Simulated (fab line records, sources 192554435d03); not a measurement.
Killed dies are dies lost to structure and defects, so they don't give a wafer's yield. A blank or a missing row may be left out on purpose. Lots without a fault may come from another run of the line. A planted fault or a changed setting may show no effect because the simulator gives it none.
Which tool did it? | flow n5_finfet | 9 lots, 27 wafers sampled, at 6 steps of a route of 1938

WHAT THE GAUGES READ, wafer by wafer
N5_FIN_CUT_INSPECT_17: inspects for defects (brightfield). Usual: raw_defect_count 223, standard deviation 61.
lot  | measured    | on                | raw_defect_count | flag
L242 | day 3 05:05 | defect_inspect-01 | 252 215 227      |
L249 | day 5 07:04 | defect_inspect-02 | 158 173 160      |
L253 | day 5 21:42 | defect_inspect-02 | 2599 2642 2680   | OFF
L254 | day 6 03:16 | defect_inspect-02 | 2521 2513 2559   | OFF
L255 | day 6 09:39 | defect_inspect-01 | 2611 2569 2641   | OFF
L256 | day 6 16:25 | defect_inspect-01 | 265 223 295      |
L257 | day 6 22:47 | defect_inspect-02 | 265 118 102      |
L260 | day 7 15:34 | defect_inspect-02 | 200 206 220      |
L261 | day 7 21:02 | defect_inspect-01 | 301 197 288      |

N5_BEOL_M4_RC_MEAS_101. Usual: DIBL_N 36.4 mV/V, standard deviation 2; DIBL_P 36.1 mV/V, standard deviation 2.5; IOFF_N 0.16 nA/um, standard deviation 0.037; IOFF_P 0.20 nA/um, standard deviation 0.038; ION_N 670 uA/um, standard deviation 13; ION_P 459 uA/um, standard deviation 8.3; SS_N 71.6 mV/dec, standard deviation 0.69; SS_P 73.3 mV/dec, standard deviation 0.72; VT_N 250 mV, standard deviation 3.4; VT_P -251 mV, standard deviation 3.1.
lot  | measured     | on        | DIBL_N (mV/V)  | DIBL_P (mV/V)  | IOFF_N (nA/um) | IOFF_P (nA/um) | ION_N (uA/um) | ION_P (uA/um) | SS_N (mV/dec)  | SS_P (mV/dec)  | VT_N (mV)   | VT_P (mV)      | flag
L242 | day 8 22:14  | prober-01 | 34.4 32.4 35.2 | 35.5 31.9 36.7 | 0.13 0.10 0.15 | 0.21 0.16 0.22 | 640 650 673   | 448 450 462   | 71.0 69.9 70.7 | 73.1 72.2 72.9 | 254 256 248 | -250 -253 -248 |
L249 | day 10 15:40 | prober-01 | 33.7 37.2 32.1 | 33.7 38.4 33.1 | 0.13 0.19 0.12 | 0.16 0.22 0.15 | 653 676 669   | 448 457 455   | 72.3 72.1 70.9 | 72.8 73.9 72.4 | 253 248 254 | -254 -250 -255 |
L256 | day 13 02:29 | prober-01 | 37.0 35.0 35.4 | 39.0 34.6 36.6 | 0.17 0.12 0.13 | 0.27 0.20 0.22 | 674 654 661   | 469 461 467   | 71.6 71.4 71.2 | 73.9 72.7 73.8 | 252 254 253 | -246 -250 -247 |
L257 | day 12 15:27 | prober-02 | 39.0 34.5 33.6 | 40.1 34.5 33.7 | 0.21 0.12 0.11 | 0.25 0.16 0.15 | 684 657 654   | 464 454 450   | 72.2 71.0 71.1 | 73.8 72.7 72.6 | 248 255 255 | -249 -255 -254 |
L260 | day 13 16:30 | prober-01 | 36.7 37.6 35.3 | 36.9 36.4 34.9 | 0.18 0.17 0.13 | 0.19 0.18 0.17 | 676 668 651   | 455 445 452   | 71.4 71.6 70.8 | 74.0 73.9 72.3 | 246 247 251 | -254 -255 -256 |
L261 | day 14 01:40 | prober-01 | 36.2 37.2 38.3 | 36.3 37.4 38.5 | 0.15 0.18 0.20 | 0.22 0.22 0.26 | 688 674 703   | 473 459 484   | 71.5 72.4 71.7 | 73.5 74.0 73.7 | 248 249 243 | -250 -252 -248 |

WHICH TOOL RAN EACH LOT (tool, then ch and the chambers of the sampled wafers, then the start)
lot  | N5_FIN_CUT_ETCH_30                | N5_FIN_CUT_STRIP_22               | N5_STI_FIN_REVEAL_ALD_00         | N5_STI_FIN_REVEAL_CMP_04
L242 | rie_diel-01 ch 2,3, day 3 04:09   | rie_diel-01 ch 0,2,3, day 3 04:56 | ald_sin-04 ch 2,3, day 3 05:20   | cmp-01 ch 0,3, day 3 10:26
L249 | rie_diel-03 ch 0,1,2, day 5 06:11 | rie_diel-03 ch 0,2,3, day 5 06:54 | ald_sin-04 ch 0,1,2, day 5 07:05 | cmp-02 ch 2,3, day 5 12:11
L253 | rie_diel-03 ch 0,2,3, day 5 20:38 | rie_diel-01 ch 1,2,3, day 5 21:32 | -                                | -
L254 | rie_diel-01 ch 1,3, day 6 02:23   | rie_diel-03 ch 0,1,2, day 6 03:06 | -                                | -
L255 | rie_diel-01 ch 0,1,3, day 6 08:42 | rie_diel-06 ch 2,3, day 6 09:25   | -                                | -
L256 | rie_diel-03 ch 1,2, day 6 15:32   | rie_diel-01 ch 0,2,3, day 6 16:16 | ald_sin-03 ch 2,3, day 6 16:28   | cmp-04 ch 2,3, day 6 21:34
L257 | rie_diel-06 ch 2,3, day 6 21:52   | rie_diel-06 ch 1,2,3, day 6 22:37 | ald_sin-02 ch 0,3, day 6 23:11   | cmp-02 ch 2,3, day 7 04:19
L260 | rie_diel-06 ch 0,2,3, day 7 14:29 | rie_diel-03 ch 0,2,3, day 7 15:25 | ald_sin-04 ch 0,2, day 7 15:52   | cmp-01 ch 1,3, day 7 20:57
L261 | rie_diel-01 ch 0,1,3, day 7 20:10 | rie_diel-03 ch 2,3, day 7 20:53   | ald_sin-03 ch 0,1,2, day 7 21:05 | cmp-04 ch 0,1,3, day 8 02:13
- N5_FIN_CUT_ETCH_30: etches underlayer in N2/H2, target depth 13 nm, time 10.4 s.
- N5_FIN_CUT_STRIP_22: strips in N2/H2.
- N5_STI_FIN_REVEAL_ALD_00: deposits SiO2, target thk 1 nm, pulse time 1 s.
- N5_STI_FIN_REVEAL_CMP_04: polishes, stops on Si3N4, t overpolish 4 s, target thk 131.83 nm.

WHAT THE TOOLS THEMSELVES READ (means of the sampled wafers that have a number; where no wafer has one, the mark that the record gives instead)
N5_FIN_CUT_ETCH_30. Usual: bias_w 150.0 W, standard deviation 0.44; drypump_motor_current_A 5.7 A, standard deviation 0.41; etch_rf_on_time_s 10.36 s, standard deviation 0.28; oes_product_au 0.64 a.u., standard deviation 0.04; rf_vpp_V 524.1 V, standard deviation 2.7; showerhead_plenum_p_Torr 2.55 Torr, standard deviation 0.093; throttle_valve_pct 18.05 %, standard deviation 0.26.
lot  | tool        | bias_w (W) | drypump_motor_current_A (A) | etch_rf_on_time_s (s) | oes_product_au (a.u.) | rf_vpp_V (V) | showerhead_plenum_p_Torr (Torr) | throttle_valve_pct (%) | flag
L242 | rie_diel-01 | 150.0      | 5.4                         | 10.36                 | 0.67                  | 525.4        | 2.62                            | 18.28                  |
L249 | rie_diel-03 | 150.0      | 6.3                         | 10.57                 | 0.62                  | 524.0        | 2.57                            | 18.04                  |
L253 | rie_diel-03 | 149.8      | 5.9                         | 10.37                 | 0.65                  | 525.0        | 2.59                            | 17.91                  |
L254 | rie_diel-01 | 149.5      | 5.5                         | 10.17                 | 0.63                  | 525.3        | 2.59                            | 18.24                  |
L255 | rie_diel-01 | 149.9      | 5.5                         | 10.43                 | 0.63                  | 524.6        | 2.57                            | 18.24                  |
L256 | rie_diel-03 | 149.9      | 6.6                         | 10.50                 | 0.60                  | 522.5        | 2.48                            | 18.02                  |
L257 | rie_diel-06 | 149.6      | 5.8                         | 9.94                  | 0.66                  | 520.1        | 2.40                            | 17.86                  |
L260 | rie_diel-06 | 149.8      | 6.0                         | 9.99                  | 0.65                  | 520.4        | 2.42                            | 17.83                  |
L261 | rie_diel-01 | 150.1      | 5.5                         | 10.33                 | 0.62                  | 524.2        | 2.56                            | 18.27                  |

N5_FIN_CUT_STRIP_22. Usual: bias_power_w 7.999 W, standard deviation 0.021; chamber_pressure_mTorr 49.99 mTorr, standard deviation 0.12; drypump_motor_current_A 5.9 A, standard deviation 0.45; oes_product_au 0.76 a.u., standard deviation 0.057; rf_vpp_V 54.1 V, standard deviation 2.2; showerhead_plenum_p_Torr 3.38 Torr, standard deviation 0.13; throttle_valve_pct 19.0 %, standard deviation 0.35.
lot  | tool        | bias_power_w (W) | chamber_pressure_mTorr (mTorr) | drypump_motor_current_A (A) | oes_product_au (a.u.) | rf_vpp_V (V) | showerhead_plenum_p_Torr (Torr) | throttle_valve_pct (%) | flag
L242 | rie_diel-01 | 7.996            | 49.95                          | 5.5                         | 0.76                  | 53.2         | 3.43                            | 19.4                   |
L249 | rie_diel-03 | 8.015            | 50.11                          | 6.0                         | 0.77                  | 54.9         | 3.42                            | 18.9                   |
L253 | rie_diel-01 | -                | -                              | -                           | -                     | -            | -                               | -                      | OFF
L254 | rie_diel-03 | -                | -                              | -                           | -                     | -            | -                               | -                      | OFF
L255 | rie_diel-06 | -                | -                              | -                           | -                     | -            | -                               | -                      | OFF
L256 | rie_diel-01 | 7.985            | 49.90                          | 5.4                         | 0.75                  | 55.7         | 3.42                            | 19.4                   |
L257 | rie_diel-06 | 7.994            | 50.03                          | 6.0                         | 0.81                  | 52.1         | 3.33                            | 19.1                   |
L260 | rie_diel-03 | 7.990            | 50.04                          | 5.9                         | 0.76                  | 53.6         | 3.41                            | 18.9                   |
L261 | rie_diel-03 | 8.000            | 50.05                          | 5.9                         | 0.77                  | 53.3         | 3.34                            | 18.7                   |

N5_STI_FIN_REVEAL_ALD_00. Usual: heater_power_w 467 W, standard deviation 33; precursor_pulse_height_rel 1.001, standard deviation 0.02.
lot  | tool       | heater_power_w (W) | precursor_pulse_height_rel | flag
L242 | ald_sin-04 | 471                | 0.998                      |
L249 | ald_sin-04 | 455                | 0.998                      |
L256 | ald_sin-03 | 519                | 1.022                      |
L257 | ald_sin-02 | 445                | 0.996                      |
L260 | ald_sin-04 | 440                | 0.987                      |
L261 | ald_sin-03 | 465                | 0.981                      |

N5_STI_FIN_REVEAL_CMP_04. Usual: edge_zone_pressure_frac 1.000, standard deviation 0.0049; motor_current_A 8.0 A, standard deviation 0.97; overpolish_run_s 4.000 s, standard deviation 0.0092; time_to_endpoint_s 105 s, standard deviation 7.6.
lot  | tool   | edge_zone_pressure_frac | motor_current_A (A) | overpolish_run_s (s) | time_to_endpoint_s (s) | flag
L242 | cmp-01 | 1.004                   | 8.9                 | 4.005                | 108                    |
L249 | cmp-02 | 1.001                   | 7.1                 | 4.003                | 113                    |
L256 | cmp-04 | 1.005                   | 7.8                 | 3.989                | 98                     |
L257 | cmp-02 | 0.995                   | 6.9                 | 3.992                | 105                    |
L260 | cmp-01 | 1.000                   | 8.4                 | 3.998                | 109                    |
L261 | cmp-04 | 1.000                   | 8.0                 | 3.992                | 100                    |

THE ANSWER, worked out from the rows above alone
Rule: a lot is off if the mean of its wafers that have a number lies more than 3 standard deviations from the usual mean. A lot without any number at a reading at which 4 lots or more have one is off too. The other lots that the step has rows for count as sound. The gauges are gone through in route order, then the tools' own readings, and for those a lot's mean is taken as printed above. The first step at which some lot is off is used, and at that step the reading that is off furthest; a lot without a number counts as furthest.
Off: L253, L254, L255, at N5_FIN_CUT_INSPECT_17 (raw_defect_count).
A tool fits if, at a process step before that reading, it ran every lot that is off, and no sound lot after the first of them. The gauges at N5_FIN_CUT_INSPECT_17 aren't tried: what is off there is off at N5_FIN_CUT_STRIP_22 too, on other tools, and a gauge's error can't cause that. None of those tried fits.

WHAT THE SIMULATOR HAD PUT IN
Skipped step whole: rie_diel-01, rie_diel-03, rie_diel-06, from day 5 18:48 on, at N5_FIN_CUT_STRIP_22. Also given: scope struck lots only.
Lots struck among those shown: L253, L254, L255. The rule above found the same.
